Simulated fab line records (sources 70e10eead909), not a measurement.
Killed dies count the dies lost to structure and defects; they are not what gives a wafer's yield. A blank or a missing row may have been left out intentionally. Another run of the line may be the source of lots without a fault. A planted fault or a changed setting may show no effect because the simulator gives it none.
Comparing a struck lot with a sound one :: flow nand_harc :: 38 steps out of a route of 1159
Sound: wafers L995.2, L995.3, L995.5. Wafers struck: L103.1, L103.3, L103.5. At the end, the cause is stated.
Order at every step that has rows: each side's tool, ch and its chambers, its first start. Under that, the readings that differ: sound wafers :: struck wafers :: difference of the means :: sigmas: that difference in standard deviations of wafers without a fault.
alike: a reading whose means differ by less than 2 such deviations, as well as words and numbers matching on both sides. not compared: withheld readings; readings where some wafer has no value; bounds like >300 that might hide an equal value; numbers whose values overlap and for which the record gives no deviation.
The two part at a step that has a row with sigmas, a row that says differs or no value, or rows on one side only. When numbers do not overlap yet have no deviation, they are printed without sigmas and do not part them. A reading that every wafer of one side lacks parts them only if that side has two wafers or more.

first, 8 steps without rows for these wafers: NHARC_A_STAIRCASE_COAT_304; NHARC_A_STAIRCASE_SOFTBAKE_305 (time 170 s); NHARC_A_STAIRCASE_EBR_306; NHARC_A_STAIRCASE_EXPOSE_307 (exposes mask CHOP 50); NHARC_A_STAIRCASE_PEB_308 (peb time 130 s); NHARC_A_STAIRCASE_DEVELOP_309 (time 140 s); NHARC_A_STAIRCASE_HARDBAKE_311 (time 140 s); NHARC_A_STAIRCASE_DESCUM_312 (chemistry O2, time 3 s).
NHARC_A_STAIRCASE_ETCH_313: etches the open film in CF4/CHF3.
  sound on rie_diel-08 ch 1,3, day 11 20:19; struck on rie_diel-07 ch 1,2, day 14 02:09
reading: drypump_motor_current_A (A)
sound: 6.5 6.3 6.5
struck: 4.8 5.1 4.8
difference: -1.5
sigmas: -3
  alike: oes_product_au, rf_vpp_V, showerhead_plenum_p_Torr, throttle_valve_pct
  not compared: rf_hours_counter_h
then, 2 steps without rows for these wafers: NHARC_A_STAIRCASE_HM_OPEN_463 (chemistry O2/COS); NHARC_A_STAIRCASE_STRIP_464 (strips in O2/COS).
NHARC_A_STAIRCASE_ETCH_453: etches the open film in CF4/O2, target depth 30 nm, overetch 3 nm, time 16.5 s.
  sound on rie_diel-08 ch 0,1,3, day 11 22:47; struck on rie_diel-07 ch 0,1,2, day 14 02:36
reading: drypump_motor_current_A (A)
sound: 6.4 6.3 5.9
struck: 5.0 4.8 4.7
difference: -1.4
sigmas: -2
  alike: oes_product_au, rf_vpp_V, showerhead_plenum_p_Torr, throttle_valve_pct
  not compared: rf_hours_counter_h
then, 6 steps without rows for these wafers: NHARC_A_STAIRCASE_ETCH_315 (etches the open film in C4F8/O2/Ar, target depth 2500 nm, time 607.1 s); NHARC_A_STAIRCASE_STRIP_316 (strips in O2); NHARC_A_STAIRCASE_STRIP_317 (strips in SPM, time 900 s); NHARC_A_STAIRCASE_PRECLEAN_318 (cleans in SC1); NHARC_A_STAIRCASE_SRD_329; NHARC_A_STAIRCASE_ALD_415 (deposits SiO2, target thk 30 nm, pulse time 6 s, ald cycles 300).
NHARC_A_STAIRCASE_ETCHBACK_416: etches the open film in C4F8/O2/Ar, target depth 36 nm, time 7.2 s.
  sound on rie_diel-07 ch 1,2,3; struck on rie_diel-02 ch 0,1,3
  alike: oes_product_au, rf_vpp_V
  not compared: rf_hours_counter_h
then, 1 step without rows for these wafers: NHARC_A_STAIRCASE_STRIP_476 (strips in O2, time 20 s).
NHARC_A_STAIRCASE_DEP_417: deposits Si3N4, target thk 60 nm.
  sound on pecvd-02 ch 0,2, day 12 03:50; struck on pecvd-02 ch 0,2, day 14 06:13
  alike: heater_power_w, showerhead_vpp_V
  not compared: since_wet_clean_h
then, 5 steps without rows for these wafers: NHARC_A_STAIRCASE_WET_418 (chemistry H3PO4, target depth 20 nm); NHARC_A_STAIRCASE_PRECLEAN_419 (cleans in SC1); NHARC_A_STAIRCASE_SRD_421; NHARC_A_STAIRCASE_ALD_420 (deposits SiO2, target thk 20 nm, pulse time 6 s, ald cycles 200); NHARC_A_STAIRCASE_CVD_552 (deposits SiNx, target thk 40 nm).
NHARC_A_STAIRCASE_DEP_151: deposits SiO2, target thk 3800 nm.
  sound on pecvd-02 ch 0,2, day 12 16:07; struck on pecvd-01 ch 0,1,2, day 14 17:53
  alike: heater_power_w, mfc_precursor_sccm
  not compared: since_wet_clean_h
then, 1 step without rows for these wafers: NHARC_A_STAIRCASE_ANNEAL_320 (time 1800 s).
NHARC_A_STAIRCASE_DEP_322: deposits SiO2, target thk 3800 nm.
  sound on pecvd-02 ch 0,1, day 12 23:09; struck on pecvd-01 ch 0,1,2, day 15 03:11
  alike: heater_power_w, mfc_precursor_sccm
  not compared: since_wet_clean_h
then, 8 steps without rows for these wafers: NHARC_A_STAIRCASE_ANNEAL_323 (time 1800 s); NHARC_A_STAIRCASE_DEP_325 (deposits SiO2, target thk 3800 nm); NHARC_A_STAIRCASE_ANNEAL_326 (time 1800 s); NHARC_A_STAIRCASE_DEHYDRATE_433 (time 120 s); NHARC_A_STAIRCASE_HMDS_434 (time 30 s); NHARC_A_STAIRCASE_COAT_435; NHARC_A_STAIRCASE_SOFTBAKE_436 (time 170 s); NHARC_A_STAIRCASE_EBR_437.
-- jump in the record: it breaks off in module A_STAIRCASE and resumes in module END (first step shown: number 1159 of the route), and 6 days separate the struck wafers' starts before and after --
NHARC_END_SORT_01:
  sound on prober-02 ch 0, day 19 09:43; struck on prober-01 ch 0, day 21 10:17
reading: killed_at_array
sound: 26 26 19
struck: 96 116 85
difference: +75
sigmas: +8

reading: killed_dies
sound: 31 30 22
struck: 99 119 88
difference: +74
sigmas: +8
  alike: killed_at_other, killed_at_periphery, killed_open, killed_short

WHERE THEY PART
First at NHARC_A_STAIRCASE_ETCH_313; last, within this record, at NHARC_END_SORT_01.

WHY: what had been put in by the simulator
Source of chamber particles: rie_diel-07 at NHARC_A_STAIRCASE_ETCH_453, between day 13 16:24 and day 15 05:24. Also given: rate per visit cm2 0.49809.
